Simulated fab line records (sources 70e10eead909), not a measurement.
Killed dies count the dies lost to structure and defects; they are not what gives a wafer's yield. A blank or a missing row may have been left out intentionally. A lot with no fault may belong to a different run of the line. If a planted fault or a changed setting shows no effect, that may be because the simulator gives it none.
Chamber matching ; flow nand harc ; NHARC_A_CHANNEL_HOLE_D1_DEP_01 on pecvd-02 has 3 sister chambers
The step deposits SiON, target thk 140 nm. 14 wafers are shown with their chamber, then 7 later ones without.

## WAFERS PAIRED WITH THEIR CHAMBERS
wafer;chamber;showerhead vpp V (V);heater power w (W)
L942.1;1;1106;793
L942.2;2;1178;750
L942.3;0;1065;1000
L943.1;0;1034;962
L943.2;2;1162;764
L943.3;1;1086;799
L953.1;0;1049;851
L953.3;1;1101;828
L953.4;2;1204;698
L955.4;2;1185;787
L955.5;0;1049;1013
L955.6;1;1087;746
L956.1;0;1024;897
L956.2;2;1171;774

SIGNATURES (averages over the wafers above)
reading;chamber 0;chamber 1;chamber 2;scatter within a chamber
showerhead vpp V;1044.20;1095.00;1180.00;14.5
heater power w;944.60;791.50;754.60;49.8
Rule: a wafer lies at a distance from a chamber equal to the root of the sum of squares, over the readings, of (its reading less the chamber's mean, divided by the reading's scatter). The wafer belongs to the nearest chamber; if the next one is less than 2 further off, it can't be placed. The scatter: the root of (the sum of the squares of (reading less its chamber's mean) over the shown wafers, divided by (wafers less chambers)).

## WAFERS MISSING THEIR CHAMBER
wafer;showerhead vpp V (V);heater power w (W)
L956.4;1031;925
L959.2;1199;691
L959.3;1105;806
L959.4;1178;715
L962.2;1166;794
L962.3;1034;875
L962.5;1089;802

## WHICH CHAMBER EACH ONE RAN IN
wafer;from the rows above;in truth
L956.4;0;0
L959.2;2;2
L959.3;1;1
L959.4;2;2
L962.2;2;2
L962.3;0;0
L962.5;1;1
Correctly placed: 7 of 7. Left unplaced by these rows: 0. 0 placed wrongly.
